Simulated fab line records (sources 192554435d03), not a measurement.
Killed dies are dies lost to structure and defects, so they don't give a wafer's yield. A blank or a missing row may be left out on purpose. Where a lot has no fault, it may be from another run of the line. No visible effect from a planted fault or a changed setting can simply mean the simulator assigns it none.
A struck lot beside a sound one + flow n5 finfet + 38 out of 1938 route steps
Sound: these wafers, L448.1, L448.3, L448.6. Struck: wafer L449.4. (L449.1, L449.2 of the same lot were not struck and are left out.) The cause comes at the end.
Per side, at each step with rows, come the tool, then ch with its chambers, and then its first start. Under that, the readings that differ: sound wafers + struck wafers + difference of the means + sigmas: that difference in standard deviations of wafers without a fault.
alike: a reading whose means differ by less than 2 such deviations, as well as words and numbers matching on both sides. not compared: withheld readings; readings where some wafer has no value; bounds like >300 that might hide an equal value; numbers whose values overlap and for which the record gives no deviation.
Wherever a step has rows on one side only, a row that says differs or no value, or a row with sigmas, the two part there. When numbers do not overlap yet have no deviation, they are printed without sigmas and do not part them. A reading that every wafer of one side lacks parts them only if that side has two wafers or more.

first, 10 steps without rows for these wafers: N5_MOL_CONTACT_COAG_CO_FILL_22 (material Co, precursor CCTBA/H2, target thk 20 nm); N5_MOL_CONTACT_COAG_ANNEAL_113 (time 300 s); N5_MOL_CONTACT_COAG_PRE_CLEAN_142 (time 60 s); N5_MOL_CONTACT_COAG_SPUTTER_130 (material Co, target thk 47.5 nm); N5_MOL_CONTACT_COAG_PRECLEAN_125 (cleans in DIW, time 57.5 s); N5_MOL_CONTACT_COAG_SRD_126 (dry time 32 s); N5_MOL_CONTACT_COAG_CMP_23 (polishes, stops on SiO2, t overpolish 1.5 s, target thk 0 nm); N5_MOL_CONTACT_COAG_WET_ETCH_26 (target Co, target depth 13 nm); N5_MOL_CONTACT_COAG_WET_ETCH_116 (etches the open film in SC1-inhibited, target depth 4.6 nm, rinse time 30 s); N5_MOL_CONTACT_COAG_ALD_27 (deposits SiOC, target thk 17 nm, pulse time 1.5 s, time 2720 s).
N5_MOL_CONTACT_COAG_CMP_28: polishes, stops on SiNx, t overpolish 0.85 s, target thk 14.522 nm.
  sound on cmp-03 ch 2,3, day 6 04:07; struck on cmp-03 ch 2, day 6 19:37
| reading                | sound       | struck | difference | sigmas |
|------------------------|-------------|--------|------------|--------|
| time to endpoint s (s) | 5.6 4.1 2.5 | 9.3    | +5.2       | +3     |
  alike: motor current A
then, 23 steps without rows for these wafers: N5_MOL_CONTACT_COAG_ALD_123 (deposits SiNx, target thk 5 nm, pulse time 1 s, purge time 2 s); N5_MOL_CONTACT_COAG_PECVD_31 (deposits SiO2 from TEOS/O2, target thk 46 nm, time 8.9 s); N5_MOL_CONTACT_COAG_COAT_75 (time 60 s, resist thk 60 nm); N5_MOL_CONTACT_COAG_COAT_76 (time 60 s, resist thk 10 nm); N5_MOL_CONTACT_COAG_COAT_77 (time 60 s, resist thk 10 nm); N5_MOL_CONTACT_COAG_COAT_78 (resist thk 40 nm); N5_MOL_CONTACT_COAG_EBR_80; N5_MOL_CONTACT_COAG_SOFTBAKE_79 (time 60 s); N5_MOL_CONTACT_COAG_EXPOSE_81 (exposes mask VG, defocus 0 nm); N5_MOL_CONTACT_COAG_PEB_82 (peb time 60 s); N5_MOL_CONTACT_COAG_DEVELOP_83 (develop time 30 s); N5_MOL_CONTACT_COAG_DESCUM_88 (chemistry O2, time 7 s); N5_MOL_CONTACT_COAG_ETCH_89 (etches underlayer in N2/H2, target depth 13 nm, time 10.4 s); N5_MOL_CONTACT_COAG_ETCH_90 (etches SiARC in CF4, target depth 13 nm, time 21.7 s); N5_MOL_CONTACT_COAG_ALD_131 (deposits SiO2, target thk 5 nm, pulse time 1 s, co reactant pulse time 1 s); N5_MOL_CONTACT_COAG_ETCHBACK_132 (etches SiO2 in CHF3, target depth 10 nm, time 6.7 s); N5_MOL_CONTACT_COAG_ETCH_91 (etches SOC in N2/H2, target depth 60 nm, overetch 21 nm, time 101.2 s); N5_MOL_CONTACT_COAG_STRIP_92 (strips in N2/H2); N5_MOL_CONTACT_COAG_STRIP_93 (strips in N2/H2); N5_MOL_CONTACT_COAG_ETCHBACK_135 (etches SiO2 in CHF3, target depth 25 nm, time 16.7 s); N5_MOL_CONTACT_COAG_STRIP_118 (strips in CHF3); N5_MOL_CONTACT_COAG_VIA_ETCH_46 (etches SiO2 in C4F6/O2, target depth 46 nm, overetch 9.2 nm, time 40 s); N5_MOL_CONTACT_COAG_STRIP_96 (strips in N2/H2).
N5_MOL_CONTACT_COAG_ETCH_47: etches SiNx in CH3F/O2, stops on W, target depth 27 nm.
  sound on rie diel-06 ch 1,2, day 6 06:08; struck on rie diel-02 ch 0, day 6 23:26
| reading               | sound          | struck | difference | sigmas |
|-----------------------|----------------|--------|------------|--------|
| etch rf on time s (s) | 31.6 31.9 31.9 | 32.8   | +1.0       | +2     |
  alike: drypump motor current A, oes_f_703_au, oes product au, rf vpp V, showerhead plenum p Torr, throttle valve pct
  not compared: rf hours counter h, model.etch.depth nm
then, 1 step without rows for these wafers: N5_MOL_CONTACT_COAG_STRIP_119 (strips in N2/H2, time 30 s).
-- record jumps: 3 days separate the struck wafers' starts on either side; left off in module MOL_CONTACT_COAG, taken up again in module BEOL_M4, whose first shown step is the route's number 1111 --
N5_BEOL_M4_RC_MEAS_101:
  sound on prober-02 ch 0, day 9 02:18; struck on prober-02 ch 0, day 9 12:49
  alike: DIBL_N, DIBL_P, IOFF_N, IOFF_P, ION_N, ION_P, SS_N, SS_P, VT_N, VT_P
-- a jump in the record: the struck wafers' starts before and after are 5 days apart (it breaks off in module BEOL_M4 and resumes in module PASSIVATION, where the first step shown is number 1936 of the route) --
N5_PASSIVATION_PROBE_49:
  only the struck wafers here have rows in the record (prober-01, day 14 04:47); the sound ones have none

== WHERE THEY PART ==
First at N5_MOL_CONTACT_COAG_CMP_28; last, within this record, at N5_PASSIVATION_PROBE_49.

WHY: what the simulator had put in
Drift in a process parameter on cmp-03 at N5_MOL_CONTACT_COAG_CMP_28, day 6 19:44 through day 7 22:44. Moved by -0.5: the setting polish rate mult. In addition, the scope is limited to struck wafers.
